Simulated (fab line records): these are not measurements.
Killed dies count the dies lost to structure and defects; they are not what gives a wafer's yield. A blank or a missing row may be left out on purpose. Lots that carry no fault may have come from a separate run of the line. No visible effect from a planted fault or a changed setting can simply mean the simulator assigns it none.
Chamber matching ; flow n5 finfet ; N5_DUMMY_GATE_HM_OPEN_21 on rie diel-06: 4 sister chambers
The step chemistry CH3F/O2, target SiNx, target depth 120 nm, time 171.4 s. 14 wafers are shown with their chamber, then 7 later ones without.

== WAFERS PAIRED WITH THEIR CHAMBERS ==
wafer;chamber;drypump motor current A (A);showerhead plenum p Torr (Torr);oes product au (a.u.)
L074.1;2;5.6;2.11;0.75
L074.4;3;6.7;1.91;0.73
L074.6;2;5.6;2.11;0.75
L077.4;0;6.0;2.00;0.71
L077.5;1;6.0;1.88;0.83
L077.6;2;5.6;2.10;0.75
L079.2;3;6.6;1.91;0.72
L079.5;3;6.7;1.90;0.72
L079.6;0;6.0;2.00;0.70
L082.1;2;5.6;2.10;0.75
L082.3;0;6.0;1.99;0.71
L082.4;3;6.7;1.90;0.73
L085.2;0;6.0;1.99;0.70
L085.4;1;6.0;1.88;0.82

SIGNATURES (averages over the wafers above)
reading;chamber 0;chamber 1;chamber 2;chamber 3;scatter within a chamber
drypump motor current A;6.000;6.000;5.600;6.675;0.0274
showerhead plenum p Torr;1.9950;1.8800;2.1050;1.9050;0.00548
oes product au;0.7050;0.8250;0.7500;0.7250;0.005
Rule: for each reading, subtract the chamber's mean from the wafer's reading, divide by that reading's scatter and square the result; add these up over the readings and take the root, which gives the wafer's distance from the chamber. If the next closest chamber is less than 2 further off than the closest, the wafer can't be placed; otherwise it belongs to the closest. The scatter: the root of (the sum of the squares of (reading less its chamber's mean) over the shown wafers, divided by (wafers less chambers)).

== WAFERS WHOSE CHAMBER IS MISSING ==
wafer;drypump motor current A (A);showerhead plenum p Torr (Torr);oes product au (a.u.)
L085.5;6.0;1.99;0.70
L088.1;6.0;1.88;0.80
L088.3;6.7;1.90;0.71
L088.4;6.0;1.99;0.68
L089.1;6.0;1.99;0.69
L089.3;5.6;2.10;0.74
L089.6;5.6;2.10;0.74

== WHICH CHAMBER EACH ONE RAN IN ==
wafer;from the rows above;in truth
L085.5;0;0
L088.1;1;1
L088.3;3;3
L088.4;0;0
L089.1;0;0
L089.3;2;2
L089.6;2;2
Correctly placed: 7 of 7. Left unplaced by these rows: 0. 0 placed wrongly.
